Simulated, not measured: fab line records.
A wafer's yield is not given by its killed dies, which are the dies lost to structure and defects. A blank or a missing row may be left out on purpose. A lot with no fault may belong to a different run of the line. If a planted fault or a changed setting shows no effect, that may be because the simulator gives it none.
Split-lot trial + flow n5 finfet + 21 wafers read from 7 lots, route of 1938 steps

SPLIT DETAILS
At N5_SD_EPI_N_EPI_21 (deposits Si:P, time 690 s), the setting time s was moved away from the recipe's 690 s on 6 of the 21 wafers read, by -16.1% to +6.5%. This setting was run at the recipe's value on the other wafers.

FROM THE SPLIT TO THE READING: what the file shows between them, 6 steps
- N5_SD_EPI_N_EPI_MEAS_23
- N5_SD_EPI_P_COAT_34: time 60 s, resist thk 350 nm (also split here: spin rpm)
- N5_SD_EPI_P_COAT_35: time 60 s, resist thk 35 nm
- N5_SD_EPI_P_COAT_03: resist thk 150 nm
- N5_SD_ACTIVATION_RTA_00: time 0 s
- N5_SD_ACTIVATION_LSA_01: time 0.0008 s

THE READING
RS_SD_N, in ohm/sq, at N5_SD_ACTIVATION_RS_MEAS_03 (measures by four-point-probe). A value of 21.9 ohm/sq with a standard deviation of 0.3 ohm/sq is what fault-free wafers of this fab line usually give.

| wafer  | tool, chamber at the split | time s as run, s | against the recipe | RS_SD_N, ohm/sq | against lot-mates on the recipe |
|--------|----------------------------|------------------|--------------------|-----------------|---------------------------------|
| L074.3 | epi rpcvd-01, 0            | 724.7            | +5.0%              | 21.3            | -0.8                            |
| L074.4 | epi rpcvd-01, 0            | 690              | recipe             | 22.1            | -                               |
| L074.6 | epi rpcvd-01, 0            | 690              | recipe             | 22.2            | -                               |
| L075.1 | epi rpcvd-01, 0            | 690              | recipe             | 22.2            | -                               |
| L075.3 | epi rpcvd-01, 0            | 690              | recipe             | 22.2            | -                               |
| L075.4 | epi rpcvd-01, 0            | 690              | recipe             | 22.2            | -                               |
| L079.1 | epi rpcvd-04, 0            | 690              | recipe             | 22.2            | -                               |
| L079.3 | epi rpcvd-04, 0            | 690              | recipe             | 22.1            | -                               |
| L079.6 | epi rpcvd-04, 0            | 690              | recipe             | 22.3            | -                               |
| L083.2 | epi rpcvd-04, 0            | 690              | recipe             | 21.5            | -                               |
| L083.4 | epi rpcvd-04, 0            | 579.2            | -16.1%             | 24.1            | +2.6                            |
| L083.6 | epi rpcvd-04, 0            | 579.2            | -16.1%             | 23.9            | +2.4                            |
| L087.1 | epi rpcvd-04, 0            | 590.1            | -14.5%             | 23.6            | +2.2                            |
| L087.4 | epi rpcvd-04, 0            | 690              | recipe             | 21.4            | -                               |
| L087.6 | epi rpcvd-04, 0            | 590.1            | -14.5%             | 23.8            | +2.4                            |
| L090.3 | epi rpcvd-01, 0            | 734.6            | +6.5%              | 21.6            | -0.4                            |
| L090.4 | epi rpcvd-01, 0            | 690              | recipe             | 22.1            | -                               |
| L090.5 | epi rpcvd-01, 0            | 690              | recipe             | 21.9            | -                               |
| L091.2 | epi rpcvd-04, 0            | 690              | recipe             | 21.9            | -                               |
| L091.5 | epi rpcvd-04, 0            | 690              | recipe             | 21.9            | -                               |
| L091.6 | epi rpcvd-04, 0            | 690              | recipe             | 21.9            | -                               |

THE FIT
A straight line over all 21 wafers: RS_SD_N changes by -0.118 ohm/sq for each +1% of time s; r = -0.96; the points scatter about the line by 0.25 ohm/sq.
The same after taking each lot's own level away (the mean of its wafers on the recipe; 21 wafers): -0.151 ohm/sq for each +1%; r = -0.99; scatter 0.15 ohm/sq.
The reading moves by 2.4 ohm/sq for the largest change in time s, on that fit.
From 21.40 to 22.20 ohm/sq: that is the span of the lots' own levels, equal to 2.7 times the standard deviation above.
So the lot-to-lot level changes the slope: the two fits differ.
Check: for one of the wafers moved furthest among these (-16.1%), held out of the fit, the line's prediction against its lot-mates is +2.43 ohm/sq. Against them it came out at +2.6 ohm/sq.

FURTHER SPLITS ON THESE WAFERS
Before the reading, these wafers also passed through other splits. Each is held against what the fit with the lots' levels taken away leaves over:
| other split on the same wafers | wafers away from the commonest value | r with RS_SD_N (lot level and that fit taken away) |
|--------------------------------|--------------------------------------|----------------------------------------------------|
| N5_SD_EPI_P_COAT_34 spin rpm   | 3                                    | -0.67                                              |

THE WHOLE CHAIN: every reading that the file lists as answering this split, in the file's order
| step                        | what it does                 | reading                                                                         | change (the file's fit)               | r (the file's) |
|-----------------------------|------------------------------|---------------------------------------------------------------------------------|---------------------------------------|----------------|
| N5_SD_EPI_N_EPI_21          | deposits Si:P, time 690 s    | Si-P_of_SD_EPI_N_EPI_21.thk nm (the simulator's own value, which no gauge read) | +0.384 nm for each +1% of the setting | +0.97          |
| N5_SD_EPI_N_EPI_MEAS_23     |                              | thk nm                                                                          | withheld for each +1% of the setting  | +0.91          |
| N5_SD_ACTIVATION_RS_MEAS_03 | measures by four-point-probe | RS_SD_N                                                                         | -0.153 for each +1% of the setting    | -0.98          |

FILE'S OWN FIT
RS_SD_N changes by -0.153 ohm/sq for each +1% of time s, r = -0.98.
